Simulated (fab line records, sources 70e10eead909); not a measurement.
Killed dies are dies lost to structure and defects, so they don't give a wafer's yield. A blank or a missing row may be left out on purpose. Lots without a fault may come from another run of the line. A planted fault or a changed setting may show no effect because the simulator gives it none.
Chamber matching | flow nand_harc | NHARC_A_STAIRCASE_TRIM_196 on rie_diel-09: 4 sister chambers
The step chemistry O2, time 211.2 s. 8 wafers are shown with their chamber, then 7 later ones without.

WAFERS WITH THEIR CHAMBER
wafer  | chamber | showerhead_plenum_p_Torr (Torr) | oes_product_au (a.u.)
L413.1 | 1       | 3.60                            | 1.000
L415.1 | 3       | 3.67                            | 1.005
L415.3 | 1       | 3.60                            | 1.010
L412.2 | 2       | 3.54                            | 1.010
L412.3 | 0       | 3.33                            | 0.981
L412.4 | 3       | 3.67                            | 0.999
L426.2 | 2       | 3.52                            | 1.018
L426.4 | 0       | 3.31                            | 1.006

WAFERS WITHOUT THEIR CHAMBER
wafer  | showerhead_plenum_p_Torr (Torr) | oes_product_au (a.u.)
L426.5 | 3.58                            | 1.013
L430.1 | 3.51                            | 1.024
L430.2 | 3.30                            | 0.995
L430.5 | 3.56                            | 1.006
L432.3 | 3.64                            | 1.004
L432.5 | 3.29                            | 1.015
L432.6 | 3.64                            | 1.002

WHICH CHAMBER EACH WENT THROUGH
wafer  | from the rows above     | in truth
L426.5 | 1                       | 1
L430.1 | 2                       | 2
L430.2 | 0                       | 0
L430.5 | can't be placed: 2 or 1 | 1
L432.3 | can't be placed: 3 or 1 | 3
L432.5 | 0                       | 0
L432.6 | can't be placed: 3 or 1 | 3
Placed correctly: 4 of 7. Can't be placed from these rows: 3 (the true chamber is among the candidates in 3). Placed wrongly: 0.
How it was worked out, from the rows above alone: a wafer's distance from a chamber is the root of the sum, over the readings, of the square of ((its reading less the chamber's mean) divided by the reading's scatter). The wafer belongs to the nearest chamber; if the next one is less than 2 further off, it can't be placed. A chamber's mean is the mean of its shown wafers. The scatter: the root of (the sum of the squares of (reading less its chamber's mean) over the shown wafers, divided by (wafers less chambers)).
